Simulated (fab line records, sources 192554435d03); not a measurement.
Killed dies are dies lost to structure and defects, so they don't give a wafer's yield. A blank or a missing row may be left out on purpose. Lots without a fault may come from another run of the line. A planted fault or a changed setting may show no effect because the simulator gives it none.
fab line records | flow n5_finfet
record lots=24 wafers=72 last_day=17
route steps=1938 shown SD_EPI_P@305 ILD0@335 SDB@347
lots that met no fault: from a run of the same line without faults
start_h: hours from the record's first day to the start of the lot's first wafer shown | wait_h: hours since the lot's step before | " the same as in the row above | L1.1+2: a row that stands for several wafers | - no value, or no start given | * or withheld: withheld | < > ~ a bound
route shown NAME@n: a module of which the file shows steps, and the number in the route of the first | usual: mean/standard deviation of fault-free wafers | same: alike in all rows | chamber/n: place in a boat | sites: the reading at each site | _std_site: their standard deviation | _edge_site: outer sites' mean less inner sites' | radius_mm: how far each site lies from the wafer's centre | mask NAME#n: copy n | behind: the tool/chamber that last shaped the wafer | hold: why the lot was held/for how many hours/how that ended | device: the transistor (n, p or np) that didn't switch | end of line: the same wafers' tests at the end of the route | a step without rows: its recipe alone | killed: dies lost to structure and defects at the first sort, not the wafer's yield | map: a wafer's dies, x killed, . not, _ none there
set.NAME: the setting as run; set.NAME@STEP: as run at that earlier step | model.NAME: the simulator's own value behind a step, which no gauge read
steps of the route over a sample of lots; a table a step, a row a wafer
services: from which hour (start_h, from the record's first day; less than 0 if before it) a tool's chamber was out of use, for how many hours, and why
## steps
# step N5_SD_EPI_P_INSPECT_11
# recipe mode=adi inspect_instrument=macro
# usual raw_defect_count=2/1.5
# columns lot.wafer tool chamber start_h wait_h raw_defect_count
L074.2 defect_inspect-01 - 53.98 0.0 8
L074.3 " - " " 1
L074.5 " - " " 1
L075.1 defect_inspect-01 - 59.97 0.0 1
L075.3 " - " " 2
L075.5 " - " " 2
L076.1 defect_inspect-02 - 65.49 0.0 2
L076.3 " - " " 3
L076.5 " - " " 1
L077.1 defect_inspect-02 - 72.38 0.0 2
L077.3 " - " " 0
L077.6 " - " " 0
L078.1 defect_inspect-02 - 78.35 0.0 1
L078.3 " - " " 2
L078.6 " - " " 0
L079.1 defect_inspect-02 - 85.57 0.0 0
L079.3 " - " " 1
L079.6 " - " " 2
L080.1 defect_inspect-02 - 93.63 0.0 1
L080.3 " - " " 2
L080.5 " - " " 0
L081.2 defect_inspect-01 - 96.96 0.0 1
L081.3 " - " " 4
L081.5 " - " " 0
L082.1 defect_inspect-01 - 104.48 0.0 2
L082.2 " - " " 0
L082.3 " - " " 0
L083.2 defect_inspect-02 - 109.15 0.0 2
L083.4 " - " " 3
L083.5 " - " " 2
L084.2 defect_inspect-02 - 113.24 0.0 2
L084.3 " - " " 4
L084.5 " - " " 4
L085.3 defect_inspect-02 - 120.76 0.0 5
L085.4 " - " " 0
L085.6 " - " " 2
L086.1 defect_inspect-02 - 125.57 0.0 0
L086.3 " - " " 3
L086.4 " - " " 2
L087.1 defect_inspect-01 - 131.07 0.0 3
L087.3 " - " " 2
L087.6 " - " " 4
L088.1 defect_inspect-02 - 137.19 0.0 5
L088.3 " - " " 3
L088.5 " - " " 3
L089.4 defect_inspect-02 - 143.95 0.0 1
L089.5 " - " " 1
L089.6 " - " " 2
L090.1 defect_inspect-02 - 149.35 0.0 4
L090.2 " - " " 2
L090.5 " - " " 3
L091.2 defect_inspect-02 - 156.92 0.0 2
L091.3 " - " " 1
L091.4 " - " " 2
L092.2 defect_inspect-02 - 162.48 0.0 2
L092.5 " - " " 0
L092.6 " - " " 2
L093.2 defect_inspect-02 - 169.44 0.0 4
L093.4 " - " " 2
L093.5 " - " " 1
L094.1 defect_inspect-02 - 173.70 0.0 4
L094.4 " - " " 3
L094.6 " - " " 1
L095.1 defect_inspect-01 - 178.92 0.0 1
L095.3 " - " " 1
L095.4 " - " " 3
L096.1 defect_inspect-01 - 192.25 0.0 5
L096.3 " - " " 0
L096.4 " - " " 1
L097.2 defect_inspect-01 - 198.15 0.0 0
L097.5 " - " " 3
L097.6 " - " " 3
# step N5_ILD0_LINER_00
# recipe material=SiNx target_thk_a=40 temp_c=400 ald_precursor_family=SiH2I2 ald_co_reactant=N2/H2-plasma pulse_time_s=1 purge_time_s=2 co_reactant_purge_time_s=2 ald_cycles=80 pressure_torr=2
# usual heater_power_w=854/110 precursor_pulse_height_rel=1.000/0.02
# columns lot.wafer tool chamber start_h wait_h heater_power_w precursor_pulse_height_rel
L074.2 ald_sin-02 1 60.50 0.0 1115 0.991
L074.3 " 3 " " 838 0.989
L074.5 " 0 " " 955 1.001
L075.1 ald_sin-02 3 64.69 0.2 839 1.004
L075.3 " 1 " " 1131 0.975
L075.5 " 3 " " 833 1.007
L076.1 ald_sin-03 2 70.04 0.0 859 0.993
L076.3 " 1 " " 756 0.995
L076.5 " 3 " " 762 0.991
L077.1 ald_sin-02 1 76.97 0.0 1112 0.983
L077.3 " 0 " " 955 0.992
L077.6 " 1 " " 1146 1.021
L078.1 ald_sin-03 2 83.79 0.0 848 0.994
L078.3 " 0 " " 789 0.976
L078.6 " 3 " " 772 1.037
L079.1 ald_sin-02 0 90.36 0.2 990 1.015
L079.3 " 1 " " 1120 1.024
L079.6 " 1 " " 1130 1.001
L080.1 ald_sin-02 0 98.25 0.0 949 1.036
L080.3 " 3 " " 849 0.990
L080.5 " 2 " " 775 1.033
L081.2 ald_sin-02 2 101.51 0.0 786 1.008
L081.3 " 0 " " 921 1.008
L081.5 " 0 " " 942 0.987
L082.1 ald_sin-03 0 109.04 0.0 780 1.006
L082.2 " 3 " " 757 1.013
L082.3 " 1 " " 759 1.005
L083.2 ald_sin-03 3 114.50 0.3 778 0.983
L083.4 " 0 " " 785 1.006
L083.5 " 1 " " 764 1.015
L084.2 ald_sin-03 2 117.83 0.0 843 0.983
L084.3 " 3 " " 775 0.985
L084.5 " 0 " " 792 0.975
L085.3 ald_sin-02 2 125.78 0.5 789 1.021
L085.4 " 0 " " 965 1.001
L085.6 " 2 " " 796 0.985
L086.1 ald_sin-03 3 130.16 0.0 781 0.990
L086.3 " 1 " " 769 0.999
L086.4 " 0 " " 780 0.972
L087.1 ald_sin-03 3 135.85 0.0 784 1.026
L087.3 " 2 " " 820 1.031
L087.6 " 3 " " 767 1.001
L088.1 ald_sin-01 3 142.44 0.2 860 0.988
L088.3 " 0 " " 779 0.998
L088.5 " 3 " " 848 1.026
L089.4 ald_sin-03 2 148.56 0.0 850 0.992
L089.5 " 1 " " 761 1.008
L089.6 " 2 " " 842 0.976
L090.1 ald_sin-01 3 154.13 0.2 834 1.026
L090.2 " 2 " " 784 1.029
L090.5 " 0 " " 796 0.973
L091.2 ald_sin-02 0 161.63 0.0 957 0.990
L091.3 " 2 " " 794 1.009
L091.4 " 1 " " 1115 1.052
L092.2 ald_sin-01 0 167.04 0.0 797 0.962
L092.5 " 3 " " 816 0.990
L092.6 " 2 " " 810 1.006
L093.2 ald_sin-01 1 175.17 0.0 791 1.013
L093.4 " 3 " " 841 1.003
L093.5 " 1 " " 790 1.000
L094.1 ald_sin-01 1 179.51 0.4 802 1.049
L094.4 " 0 " " 789 1.027
L094.6 " 3 " " 831 1.003
L095.1 ald_sin-01 3 183.47 0.0 838 1.020
L095.3 " 0 " " 772 0.993
L095.4 " 2 " " 805 1.006
L096.1 ald_sin-02 1 197.67 0.0 1144 0.997
L096.3 " 0 " " 942 0.958
L096.4 " 3 " " 880 0.988
L097.2 ald_sin-02 2 203.73 0.1 794 1.028
L097.5 " 1 " " 1157 0.981
L097.6 " 0 " " 955 0.988
# step N5_ILD0_CMP_03
# recipe stop_on=SiNx t_overpolish_s=1.9 post_cmp_clean=alkaline_brush down_force_psi=4.1491 platen_rpm=51.796 pad_velocity_m_s=1.0306 target_thk_nm=197.38
# usual motor_current_A=12.3/1.3 overpolish_run_s=1.900/0.009 slurry_flow_ml_min=149.9/0.43 time_to_endpoint_s=69/6
# columns lot.wafer tool chamber start_h wait_h motor_current_A overpolish_run_s slurry_flow_ml_min time_to_endpoint_s
L074.2 cmp-04 2 62.95 0.1 13.4 1.895 150.7 70
L074.3 " 3 " " 13.0 1.895 149.2 73
L074.5 " 1 " " 14.9 1.899 149.8 71
L075.3 cmp-02 2 67.10 0.1 11.1 1.917 149.9 69
L075.1 " 0 " " 11.2 1.889 149.9 65
L075.5 " 2 " " 11.4 1.899 150.9 72
L076.1 cmp-01 3 72.41 0.0 12.3 1.899 150.2 72
L076.3 " 0 " " 12.3 1.892 149.9 70
L076.5 " 0 " " 11.3 1.888 149.6 72
L077.1 cmp-04 2 79.33 0.0 13.2 1.902 150.2 68
L077.3 " 1 " " 14.1 1.905 149.7 70
L077.6 " 3 " " 12.6 1.906 149.6 72
L078.1 cmp-01 2 86.16 0.0 10.9 1.901 150.0 69
L078.3 " 1 " " 13.5 1.906 149.1 86
L078.6 " 2 " " 10.0 1.907 149.4 70
L079.1 cmp-04 1 93.91 0.1 14.7 1.896 149.4 65
L079.3 " 3 " " 12.2 1.899 149.9 70
L079.6 " 1 " " 14.8 1.892 150.2 67
L080.1 cmp-01 0 100.61 0.0 11.5 1.895 149.3 72
L080.3 " 3 " " 11.8 1.905 150.5 71
L080.5 " 0 " " 12.6 1.898 150.4 70
L081.3 cmp-02 0 103.95 0.1 11.5 1.904 149.7 60
L081.2 " 1 " " 12.4 1.888 149.2 72
L081.5 " 2 " " 11.0 1.900 150.2 64
L082.1 cmp-04 3 111.40 0.0 12.4 1.898 150.3 69
L082.3 " 0 " " 10.7 1.898 149.3 63
L082.2 " 2 " " 13.3 1.913 150.1 60
L083.4 cmp-04 0 118.28 0.1 10.5 1.897 149.9 60
L083.2 " 1 " " 14.7 1.903 150.2 61
L083.5 " 1 " " 14.2 1.914 150.3 63
L084.3 cmp-04 1 120.21 0.0 14.6 1.929 150.4 67
L084.2 " 3 " " 12.8 1.900 150.5 68
L084.5 " 2 " " 13.1 1.881 150.2 64
L085.4 cmp-04 2 128.14 0.0 13.3 1.899 149.5 64
L085.3 " 0 " " 10.6 1.887 150.1 64
L085.6 " 3 " " 13.2 1.893 149.6 70
L086.4 cmp-02 1 132.54 0.0 13.1 1.898 149.8 78
L086.3 " 2 " " 11.4 1.914 149.8 75
L086.1 " 3 " " 12.7 1.887 149.8 62
L087.3 cmp-04 3 138.22 0.0 12.9 1.896 149.7 69
L087.1 " 0 " " 10.2 1.910 149.3 65
L087.6 " 0 " " 10.4 1.909 149.9 67
L088.3 cmp-02 0 144.81 0.0 11.0 1.902 149.8 63
L088.1 " 3 " " 11.9 1.906 150.0 62
L088.5 " 1 " " 12.1 1.908 149.8 76
L089.4 cmp-01 3 150.96 0.1 11.6 1.889 149.4 71
L089.6 " 2 " " 10.3 1.895 149.6 67
L089.5 " 3 " " 11.7 1.900 150.1 73
L090.2 cmp-04 0 156.49 0.0 10.3 1.900 150.1 63
L090.1 " 3 " " 12.7 1.925 150.4 67
L090.5 " 1 " " 14.9 1.896 149.9 64
L091.4 cmp-01 3 164.01 0.0 11.9 1.898 149.7 70
L091.2 " 0 " " 12.1 1.882 149.7 73
L091.3 " 1 " " 13.8 1.889 150.8 79
L092.2 cmp-04 1 169.52 0.1 13.4 1.887 149.8 70
L092.6 " 2 " " 13.5 1.910 150.7 70
L092.5 " 3 " " 13.1 1.909 150.6 75
L093.4 cmp-01 0 177.95 0.1 11.6 1.892 151.1 73
L093.2 " 1 " " 12.8 1.886 148.9 83
L093.5 " 0 " " 11.9 1.898 150.6 73
L094.4 cmp-01 3 181.88 0.0 12.2 1.893 150.4 78
L094.1 " 2 " " 10.2 1.918 149.5 71
L094.6 " 3 " " 12.5 1.906 149.8 74
L095.3 cmp-01 3 185.89 0.1 12.9 1.891 150.3 77
L095.4 " 0 " " 11.8 1.893 150.1 75
L095.1 " 1 " " 13.6 1.894 150.5 84
L096.1 cmp-02 0 200.04 0.0 10.7 1.912 149.9 67
L096.3 " 1 " " 11.7 1.892 150.0 76
L096.4 " 3 " " 12.4 1.895 149.7 63
L097.2 cmp-04 2 206.55 0.1 14.1 1.902 149.6 67
L097.5 " 0 " " 11.2 1.897 149.2 66
L097.6 " 1 " " 14.1 1.918 149.7 68
# step N5_ILD0_CMP_12
# recipe stop_on=poly-Si material=SiNx t_overpolish_s=6 post_cmp_clean=alkaline_brush down_force_psi=2.5 platen_rpm=51.8 pad_velocity_m_s=1.0307 target_thk_nm=17.67
# usual motor_current_A=8.9/0.89 overpolish_run_s=6.001/0.0092 slurry_flow_ml_min=150.0/0.52 time_to_endpoint_s=28/4.2
# columns lot.wafer tool chamber start_h wait_h motor_current_A overpolish_run_s slurry_flow_ml_min time_to_endpoint_s
L074.2 cmp-02 2 66.59 1.1 8.4 6.010 149.2 29
L074.3 " 3 " " 8.3 6.008 150.4 23
L074.5 " 3 " " 8.8 6.005 149.9 22
L075.1 cmp-01 0 70.61 1.1 8.5 6.001 150.1 30
L075.3 " 3 " " 8.8 5.999 149.6 31
L075.5 " 1 " " 10.1 6.014 150.2 38
L076.3 cmp-01 0 75.94 1.1 8.4 5.986 150.1 30
L076.1 " 1 " " 9.9 6.002 150.2 37
L076.5 " 0 " " 8.7 5.996 150.0 32
L077.1 cmp-04 1 83.12 1.2 11.0 5.989 150.7 32
L077.3 " 2 " " 9.4 5.989 150.7 27
L077.6 " 1 " " 10.8 5.990 150.2 30
L078.1 cmp-01 1 90.46 1.2 10.2 6.007 148.6 37
L078.3 " 0 " " 8.6 5.997 150.0 29
L078.6 " 2 " " 7.7 6.007 149.7 27
L079.1 cmp-04 2 97.45 1.2 9.5 6.007 149.9 26
L079.3 " 3 " " 9.4 6.004 150.1 26
L079.6 " 1 " " 10.2 6.013 150.5 25
L080.1 cmp-04 1 104.20 1.2 10.0 5.988 150.7 29
L080.3 " 3 " " 8.7 5.997 149.0 30
L080.5 " 1 " " 10.6 5.993 151.0 28
L081.2 cmp-02 0 107.56 1.3 8.4 6.009 150.4 27
L081.3 " 2 " " 8.4 6.002 150.1 30
L081.5 " 0 " " 7.7 6.012 150.6 27
L082.1 cmp-02 2 116.22 2.2 8.3 6.015 150.2 28
L082.3 " 3 " " 9.1 6.011 150.6 22
L082.2 " 0 " " 8.0 6.011 150.1 23
L083.2 cmp-04 3 122.10 1.3 9.9 6.008 150.9 30
L083.4 " 2 " " 9.6 5.991 148.7 24
L083.5 " 3 " " 9.6 6.000 150.4 30
L084.3 cmp-02 0 123.97 1.2 8.1 5.986 149.6 27
L084.2 " 1 " " 8.9 6.013 149.5 36
L084.5 " 0 " " 8.3 6.026 150.3 25
L085.3 cmp-04 1 131.68 1.1 10.0 6.008 150.0 29
L085.4 " 3 " " 9.1 6.001 150.0 30
L085.6 " 1 " " 10.0 6.006 149.3 27
L086.3 cmp-04 1 136.15 1.1 10.8 6.013 149.7 27
L086.4 " 2 " " 9.9 6.009 149.2 29
L086.1 " 3 " " 9.4 5.994 148.9 30
L087.3 cmp-04 3 141.98 1.2 9.7 6.012 149.9 30
L087.1 " 0 " " 7.8 6.008 150.5 27
L087.6 " 3 " " 9.0 5.993 149.5 31
L088.1 cmp-04 0 148.35 1.1 7.7 5.990 149.4 26
L088.3 " 3 " " 8.9 5.996 150.3 30
L088.5 " 0 " " 8.2 5.994 150.3 25
L089.4 cmp-02 3 154.97 1.2 8.4 6.001 150.1 22
L089.6 " 1 " " 9.5 6.004 150.1 34
L089.5 " 2 " " 8.0 5.997 150.0 30
L090.2 cmp-02 3 160.08 1.2 9.0 6.000 150.0 20
L090.1 " 1 " " 8.9 5.994 149.5 32
L090.5 " 2 " " 8.2 5.993 150.1 27
L091.4 cmp-04 1 167.54 1.1 10.1 5.998 150.5 28
L091.2 " 2 " " 10.2 6.002 149.5 29
L091.3 " 0 " " 8.0 6.011 149.2 25
L092.2 cmp-02 2 172.94 1.1 8.1 5.981 150.7 29
L092.5 " 2 " " 8.4 5.991 150.1 27
L092.6 " 3 " " 8.9 6.006 150.4 24
L093.4 cmp-02 2 182.11 1.1 8.1 5.998 149.9 29
L093.2 " 3 " " 9.4 6.004 149.8 24
L093.5 " 2 " " 8.4 6.010 149.8 28
L094.1 cmp-02 3 185.42 1.1 9.2 5.989 149.9 24
L094.4 " 2 " " 8.1 5.988 149.6 28
L094.6 " 3 " " 8.9 6.010 149.9 23
L095.4 cmp-02 3 189.42 1.2 8.9 6.001 149.5 27
L095.3 " 0 " " 7.9 6.016 150.1 25
L095.1 " 1 " " 8.8 6.000 151.0 35
L096.3 cmp-02 3 203.80 1.2 8.8 6.022 149.8 24
L096.4 " 0 " " 7.9 6.000 150.5 27
L096.1 " 1 " " 9.0 5.984 149.7 38
L097.2 cmp-01 2 210.08 1.2 7.2 5.998 150.5 25
L097.6 " 0 " " 8.5 6.012 150.3 27
L097.5 " 1 " " 9.5 6.011 149.9 34
# step N5_SDB_HM_DEP_00
# recipe material=SiNx target_thk_a=400 temp_c=400 precursor=SiH4/NH3/N2 pressure_torr=1.5 rf_w=300 time_s=35.3
# usual heater_power_w=706/62 showerhead_plenum_p_Torr=5.15/0.056 throttle_valve_pct=40.6/2.2
# columns lot.wafer tool chamber start_h wait_h heater_power_w showerhead_plenum_p_Torr throttle_valve_pct
L074.2 pecvd-03 2 66.95 0.0 830 5.13 40.6
L074.3 " 2 " " 856 5.13 40.5
L074.5 " 2 " " 848 5.14 40.7
L075.1 pecvd-04 1 70.97 0.0 660 5.14 42.7
L075.3 " 0 " " 691 5.21 42.8
L075.5 " 1 " " 670 5.12 42.5
L076.1 pecvd-02 2 76.30 0.0 783 5.04 38.0
L076.3 " 0 " " 720 5.09 41.3
L076.5 " 2 " " 649 5.03 37.9
L077.1 pecvd-04 1 83.44 0.0 739 5.12 42.4
L077.3 " 0 " " 667 5.20 43.2
L077.6 " 0 " " 667 5.21 42.8
L078.1 pecvd-04 2 90.81 0.0 733 5.15 37.5
L078.3 " 1 " " 781 5.12 42.2
L078.6 " 1 " " 771 5.12 42.2
L079.1 pecvd-04 2 97.76 0.0 719 5.15 37.3
L079.3 " 2 " " 736 5.16 37.5
L079.6 " 2 " " 722 5.15 37.3
L080.1 pecvd-04 2 104.52 0.0 729 5.15 37.6
L080.3 " 1 " " 695 5.13 42.1
L080.5 " 1 " " 688 5.14 42.5
L081.2 pecvd-03 0 107.88 0.0 719 5.14 38.2
L081.3 " 2 " " 895 5.12 40.5
L081.5 " 1 " " 547 5.14 40.6
L082.1 pecvd-02 1 116.58 0.0 833 5.28 41.8
L082.2 " 2 " " 740 5.03 38.0
L082.3 " 0 " " 633 5.08 41.4
L083.2 pecvd-04 2 122.46 0.0 733 5.18 37.4
L083.4 " 1 " " 633 5.12 42.6
L083.5 " 0 " " 637 5.21 42.9
L084.2 pecvd-04 2 124.33 0.0 665 5.16 37.7
L084.3 " 1 " " 754 5.13 42.3
L084.5 " 1 " " 732 5.12 42.4
L085.3 pecvd-04 0 132.03 0.0 719 5.21 42.8
L085.4 " 1 " " 732 5.13 42.4
L085.6 " 0 " " 705 5.20 43.0
L086.1 pecvd-04 0 136.51 0.0 716 5.21 42.9
L086.3 " 2 " " 663 5.13 37.8
L086.4 " 0 " " 703 5.20 42.9
L087.1 pecvd-02 1 142.30 0.0 835 5.27 42.1
L087.3 " 0 " " 679 5.09 41.3
L087.6 " 0 " " 662 5.10 41.5
L088.1 pecvd-04 1 148.71 0.0 659 5.11 42.3
L088.3 " 2 " " 622 5.16 37.9
L088.5 " 1 " " 669 5.12 42.2
L089.4 pecvd-04 2 155.28 0.1 769 5.14 37.7
L089.5 " 1 " " 670 5.13 42.5
L089.6 " 0 " " 726 5.20 42.9
L090.1 pecvd-03 1 160.40 0.0 605 5.13 40.4
L090.2 " 2 " " 809 5.14 40.5
L090.5 " 2 " " 810 5.14 40.6
L091.2 pecvd-04 2 167.90 0.0 776 5.14 37.7
L091.3 " 1 " " 768 5.12 42.4
L091.4 " 1 " " 767 5.14 42.5
L092.2 pecvd-04 2 173.30 0.0 735 5.15 37.7
L092.5 " 2 " " 730 5.14 37.9
L092.6 " 1 " " 673 5.13 42.6
L093.2 pecvd-03 1 182.46 0.0 623 5.13 40.7
L093.4 " 0 " " 724 5.15 38.8
L093.5 " 1 " " 612 5.15 40.6
L094.1 pecvd-04 0 185.77 0.0 736 5.20 42.9
L094.4 " 0 " " 702 5.20 43.0
L094.6 " 1 " " 653 5.12 42.5
L095.1 pecvd-02 1 189.74 0.0 726 5.28 41.6
L095.3 " 2 " " 706 5.02 38.3
L095.4 " 0 " " 694 5.09 41.7
L096.1 pecvd-02 1 204.12 0.0 731 5.27 41.9
L096.3 " 0 " " 718 5.09 41.7
L096.4 " 0 " " 712 5.09 41.6
L097.2 pecvd-04 1 210.37 0.0 697 5.12 42.4
L097.5 " 0 " " 687 5.21 43.0
L097.6 " 1 " " 709 5.13 42.6
# step N5_SDB_STRIP_22
# recipe chemistry=N2/H2 power_w=1000 temp_c=250 h2_frac=0.65 overash_fraction=0.3 pressure_mtorr=withheld n2_flow_sccm=1750 h2_flow_sccm=3250
# usual drypump_motor_current_A=5.68/0.056 heater_power_w=347/22 oes_product_au=0.715/0.0048 strip_time_to_endpoint_s=96.2/0.42
# columns lot.wafer tool chamber start_h wait_h drypump_motor_current_A heater_power_w oes_product_au rf_hours_counter_h strip_time_to_endpoint_s
L074.2 plasma_asher-01 0 68.73 0.1 5.65 315 0.706 91 96.7
L074.3 " 1 " " 5.62 333 0.714 - 96.7
L074.5 " 0 " " 5.65 319 0.722 - 96.2
L075.1 plasma_asher-02 0 71.87 0.1 5.74 357 0.713 33 96.8
L075.3 " 1 " " 5.73 373 0.711 - 96.6
L075.5 " 0 " " 5.75 365 0.711 - 96.2
L076.1 plasma_asher-02 0 77.15 0.1 5.75 364 0.720 34 96.9
L076.3 " 1 " " 5.68 372 0.717 - 96.4
L076.5 " 1 " " 5.72 370 0.715 - 96.5
L077.1 plasma_asher-01 1 84.33 0.1 5.66 331 0.713 94 95.9
L077.3 " 0 " " 5.61 309 0.720 - 96.2
L077.6 " 0 " " 5.61 314 0.718 - 95.8
L078.1 plasma_asher-02 1 92.96 1.3 5.70 360 0.715 37 96.6
L078.3 " 1 " " 5.75 358 0.714 - 96.4
L078.6 " 0 " " 5.69 364 0.718 - 96.6
L079.1 plasma_asher-02 1 98.64 0.1 5.75 370 0.711 39 96.4
L079.3 " 1 " " 5.76 375 0.723 - 96.4
L079.6 " 1 " " 5.75 367 0.709 - 96.1
L080.1 plasma_asher-01 1 105.79 0.1 5.61 330 0.711 97 95.7
L080.3 " 0 " " 5.61 309 0.712 - 95.4
L080.5 " 0 " " 5.60 309 0.714 - 95.6
L081.2 plasma_asher-02 1 108.72 0.1 5.72 369 0.710 41 96.4
L081.3 " 0 " " 5.64 358 0.709 - 95.9
L081.5 " 1 " " 5.71 365 0.706 - 96.7
L082.1 plasma_asher-02 1 117.30 0.1 5.75 359 0.713 42 96.1
L082.2 " 0 " " 5.70 360 0.712 42 96.2
L082.3 " 0 " " 5.71 358 0.725 - 96.3
L083.2 plasma_asher-01 0 123.32 0.1 5.62 315 0.721 102 96.3
L083.4 " 0 " " 5.64 323 0.714 - 96.0
L083.5 " 0 " " 5.64 319 0.717 - 96.6
L084.2 plasma_asher-02 1 125.05 0.1 5.73 366 0.715 43 96.5
L084.3 " 1 " " 5.76 360 0.709 - 96.4
L084.5 " 1 " " 5.72 364 0.717 - 96.9
L085.3 plasma_asher-01 0 132.94 0.2 5.61 311 0.716 - 96.8
L085.4 " 1 " " 5.64 331 0.713 - 96.6
L085.6 " 0 " " 5.62 320 0.714 - 96.5
L086.1 plasma_asher-01 0 137.45 0.2 5.62 318 0.727 108 96.6
L086.3 " 0 " " 5.61 330 0.719 - 96.4
L086.4 " 1 " " 5.61 320 0.724 - 97.1
L087.1 plasma_asher-02 0 143.15 0.1 5.75 364 0.723 44 96.1
L087.3 " 1 " " 5.77 352 0.717 - 96.2
L087.6 " 1 " " 5.76 362 0.715 - 96.0
L088.1 plasma_asher-01 1 149.58 0.1 5.62 322 0.709 111 96.0
L088.3 " 1 " " 5.61 330 0.712 - 95.5
L088.5 " 0 " " 5.64 315 0.705 - 96.0
L089.4 plasma_asher-02 0 156.02 0.1 5.72 366 0.711 - 95.8
L089.5 " 0 " " 5.74 368 0.722 - 95.6
L089.6 " 1 " " 5.75 367 0.713 - 96.1
L090.1 plasma_asher-01 0 161.31 0.1 5.65 317 0.705 113 96.3
L090.2 " 1 " " 5.61 327 0.713 113 96.1
L090.5 " 1 " " 5.59 319 0.714 - 95.9
L091.2 plasma_asher-02 1 168.77 0.1 5.72 367 0.719 50 96.0
L091.3 " 0 " " 5.71 357 0.715 - 96.3
L091.4 " 1 " " 5.72 364 0.715 - 96.5
L092.2 plasma_asher-02 1 174.41 0.1 5.75 378 0.719 50 95.4
L092.5 " 1 " " 5.71 369 0.713 - 95.0
L092.6 " 0 " " 5.78 361 0.717 - 95.2
L093.2 plasma_asher-01 0 183.19 0.1 5.63 316 0.718 118 96.1
L093.4 " 0 " " 5.64 318 0.717 - 96.0
L093.5 " 0 " " 5.66 322 0.712 - 95.4
L094.1 plasma_asher-02 0 186.50 0.1 5.70 358 0.717 52 95.9
L094.4 " 0 " " 5.74 358 0.714 - 96.4
L094.6 " 0 " " 5.75 356 0.707 - 95.9
L095.1 plasma_asher-02 1 190.80 0.1 5.74 367 0.718 53 95.9
L095.3 " 1 " " 5.73 373 0.715 - 95.7
L095.4 " 0 " " 5.70 358 0.711 - 95.1
L096.1 plasma_asher-02 0 204.96 0.1 5.68 361 0.719 56 96.4
L096.3 " 0 " " 5.68 364 0.719 - 96.8
L096.4 " 1 " " 5.72 360 0.719 - 96.7
L097.2 plasma_asher-01 1 211.29 0.1 5.62 328 0.713 122 95.9
L097.5 " 0 " " 5.61 318 0.711 - 96.4
L097.6 " 1 " " 5.62 324 0.716 - 96.0
## services
# columns tool chamber start_h hours kind
ald_sin-01 2 37.37 2.8 repair
cmp-01 - 37.72 3.6 pm
ald_sin-01 2 44.21 14.3 repair
ald_sin-02 0 48.26 1.7 repair
pecvd-02 0 48.66 4.3 repair
pecvd-02 1 53.24 4.3 repair
cmp-01 - 54.28 15.0 repair
ald_sin-02 - 54.31 6.1 pm
cmp-04 - 65.48 4.4 repair
ald_sin-02 3 69.88 3.5 repair
cmp-04 - 74.95 1.3 repair
cmp-04 - 81.02 0.5 repair
ald_sin-01 - 85.43 14.0 pm
cmp-02 - 88.35 3.7 repair
ald_sin-02 3 95.33 2.5 repair
ald_sin-01 - 103.42 0.9 repair
cmp-01 - 106.98 32.5 repair
plasma_asher-02 - 126.47 15.6 pm
pecvd-02 - 137.52 0.7 repair
cmp-01 - 171.90 0.8 repair
ald_sin-03 - 176.75 14.0 pm
cmp-04 - 183.56 0.9 repair
cmp-01 - 196.55 4.0 pm
ald_sin-03 0 207.35 4.5 repair
## key
fault none
